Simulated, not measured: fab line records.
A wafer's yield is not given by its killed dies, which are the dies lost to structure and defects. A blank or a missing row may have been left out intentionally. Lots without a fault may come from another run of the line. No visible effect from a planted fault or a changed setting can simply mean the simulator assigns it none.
Matching of chambers | flow n5-finfet | N5_MIM_TOP_ETCH_PECVD_03 on pecvd-03 has 3 sister chambers
The step deposits SiNx from SiH4/NH3/N2, target thk 20 nm, time 17.6 s. 6 wafers are shown with their chamber, then 9 later ones without.

## WAFERS PAIRED WITH THEIR CHAMBERS
wafer  | chamber | throttle-valve-pct (%) | showerhead-plenum-p-Torr (Torr)
L078.5 | 2       | 35.2                   | 4.98
L081.4 | 2       | 35.1                   | 4.97
L079.2 | 1       | 38.8                   | 5.14
L082.2 | 0       | 39.2                   | 5.10
L082.3 | 1       | 38.7                   | 5.15
L082.4 | 0       | 39.1                   | 5.10

## WAFERS WITH NO CHAMBER GIVEN
wafer  | throttle-valve-pct (%) | showerhead-plenum-p-Torr (Torr)
L084.3 | 35.2                   | 4.97
L084.5 | 38.9                   | 5.16
L084.6 | 35.2                   | 4.98
L088.2 | 38.6                   | 5.15
L088.4 | 35.2                   | 4.99
L088.6 | 38.8                   | 5.10
L089.1 | 34.9                   | 4.99
L089.4 | 39.0                   | 5.10
L089.6 | 39.2                   | 5.15

## THE CHAMBER EACH PASSED THROUGH
wafer  | from the rows above | in truth
L084.3 | 2                   | 2
L084.5 | 1                   | 1
L084.6 | 2                   | 2
L088.2 | 1                   | 1
L088.4 | 2                   | 2
L088.6 | 0                   | 0
L089.1 | 2                   | 2
L089.4 | 0                   | 0
L089.6 | 1                   | 1
Correct placement for 9 of the 9. Left unplaced by these rows: 0. Wrongly placed: 0.
How it was worked out, from the rows above alone: a wafer's distance from a chamber is the root of the sum, over the readings, of the square of ((its reading less the chamber's mean) divided by the reading's scatter). The wafer belongs to the nearest chamber; if the next one is less than 2 further off, it can't be placed. For every chamber, the mean is computed from those of its wafers that are shown. The scatter is the square root of a quotient: the sum, over the shown wafers, of each reading's squared deviation from its chamber's mean, divided by wafers minus chambers.
